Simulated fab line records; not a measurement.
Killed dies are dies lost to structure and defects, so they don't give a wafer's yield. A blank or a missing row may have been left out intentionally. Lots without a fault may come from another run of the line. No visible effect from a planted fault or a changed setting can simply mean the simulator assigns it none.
Which of the tools did it? || flow n5-finfet || 24 wafers from 8 lots sampled at 5 of the route's 1938 steps

WHAT THE GAUGES SHOWED, per wafer
N5_BEOL_M4_RC_MEAS_101.
{"lot": "L916", "measured": "day 8 05:42", "on": "prober-02", "DIBL_N (mV/V)": "36.4 37.6 36.8"}
{"lot": "L921", "measured": "day 9 20:55", "on": "prober-01", "DIBL_N (mV/V)": "33.7 36.4 37.4"}
{"lot": "L926", "measured": "day 10 21:04", "on": "prober-02", "DIBL_N (mV/V)": "37.0 37.2 37.8"}
{"lot": "L930", "measured": "day 12 08:04", "on": "prober-02", "DIBL_N (mV/V)": "36.4 38.5 36.7"}
{"lot": "L932", "measured": "day 12 05:59", "on": "prober-02", "DIBL_N (mV/V)": "40.7 37.8 38.3"}
{"lot": "L933", "measured": "day 13 04:40", "on": "prober-02", "DIBL_N (mV/V)": "35.7 36.4 36.1"}
{"lot": "L936", "measured": "day 13 08:16", "on": "prober-01", "DIBL_N (mV/V)": "36.9 40.8 38.4"}
{"lot": "L937", "measured": "day 13 09:50", "on": "prober-02", "DIBL_N (mV/V)": "34.1 37.0 35.6"}

TOOL THAT RAN EACH LOT (tool first, then ch and the chambers of the sampled wafers, then the start)
{"lot": "L916", "N5_BEOL_M2_ETCH_74": "rie-diel-02 ch 1,2,3, day 6 16:43", "N5_BEOL_M2_ETCH_64": "rie-diel-02 ch 1,2,3, day 6 16:46", "N5_BEOL_M2_STRIP_19": "rie-diel-02 ch 0,2, day 6 17:03", "N5_BEOL_M2_COAT_76": "litho-track-02 ch 0, day 6 17:10"}
{"lot": "L921", "N5_BEOL_M2_ETCH_74": "rie-diel-04 ch 2,3, day 8 12:06", "N5_BEOL_M2_ETCH_64": "rie-diel-04 ch 2,3, day 8 12:09", "N5_BEOL_M2_STRIP_19": "rie-diel-02 ch 0,2,3, day 8 12:26", "N5_BEOL_M2_COAT_76": "litho-track-02 ch 0, day 8 12:32"}
{"lot": "L926", "N5_BEOL_M2_ETCH_74": "rie-diel-04 ch 0,3, day 9 16:10", "N5_BEOL_M2_ETCH_64": "rie-diel-04 ch 0,3, day 9 16:12", "N5_BEOL_M2_STRIP_19": "rie-diel-06 ch 0,1,2, day 9 16:29", "N5_BEOL_M2_COAT_76": "litho-track-02 ch 0, day 9 16:36"}
{"lot": "L930", "N5_BEOL_M2_ETCH_74": "rie-diel-06 ch 0,2,3, day 10 22:02", "N5_BEOL_M2_ETCH_64": "rie-diel-06 ch 0,2,3, day 10 22:05", "N5_BEOL_M2_STRIP_19": "rie-diel-04 ch 0,3, day 10 22:24", "N5_BEOL_M2_COAT_76": "litho-track-02 ch 0, day 10 22:31"}
{"lot": "L932", "N5_BEOL_M2_ETCH_74": "rie-diel-06 ch 0,2, day 11 01:04", "N5_BEOL_M2_ETCH_64": "rie-diel-06 ch 0,2, day 11 01:06", "N5_BEOL_M2_STRIP_19": "rie-diel-06 ch 0,1,2, day 11 01:35", "N5_BEOL_M2_COAT_76": "litho-track-02 ch 0, day 11 01:42"}
{"lot": "L933", "N5_BEOL_M2_ETCH_74": "rie-diel-06 ch 0,3, day 11 20:35", "N5_BEOL_M2_ETCH_64": "rie-diel-06 ch 0,3, day 11 20:38", "N5_BEOL_M2_STRIP_19": "rie-diel-06 ch 0,3, day 11 20:55", "N5_BEOL_M2_COAT_76": "litho-track-05 ch 0, day 11 21:02"}
{"lot": "L936", "N5_BEOL_M2_ETCH_74": "rie-diel-04 ch 0,1,2, day 12 04:16", "N5_BEOL_M2_ETCH_64": "rie-diel-04 ch 0,1,2, day 12 04:18", "N5_BEOL_M2_STRIP_19": "rie-diel-06 ch 0,1,3, day 12 04:35", "N5_BEOL_M2_COAT_76": "litho-track-03 ch 0, day 12 04:42"}
{"lot": "L937", "N5_BEOL_M2_ETCH_74": "rie-diel-04 ch 0,1,2, day 12 05:38", "N5_BEOL_M2_ETCH_64": "rie-diel-04 ch 0,1,2, day 12 05:41", "N5_BEOL_M2_STRIP_19": "rie-diel-02 ch 1,2,3, day 12 06:14", "N5_BEOL_M2_COAT_76": "litho-track-03 ch 0, day 12 06:21"}
- N5_BEOL_M2_ETCH_74: etches underlayer in N2/H2, target depth 6.5 nm, time 5.2 s.
- N5_BEOL_M2_ETCH_64: etches SOC in N2/H2, target depth 75 nm, overetch 22.5 nm, time 121.9 s.
- N5_BEOL_M2_STRIP_19: strips in O2.
- N5_BEOL_M2_COAT_76: time 60 s, resist thk 5 nm.

THE ANSWER, worked out from the rows above alone
Rule: usual is defined by the lots themselves. The widest of any qualifying gaps counts: lots, ordered by their means at a reading, are off when they make up no more than a third of the lots, leave a main group of 4 or more, and stand apart from it by 3 or more times the standard deviation of that group's means. The tables above print the reading to a certain number of digits; a main group whose means all agree to those digits is not used. Also off: a lot with no number at a reading for which 4 or more lots have one. All remaining lots with rows at the step are treated as sound.
Across all readings shown, no lot is off: no conclusion can be drawn from this.

WHAT THE SIMULATOR HAD PUT IN
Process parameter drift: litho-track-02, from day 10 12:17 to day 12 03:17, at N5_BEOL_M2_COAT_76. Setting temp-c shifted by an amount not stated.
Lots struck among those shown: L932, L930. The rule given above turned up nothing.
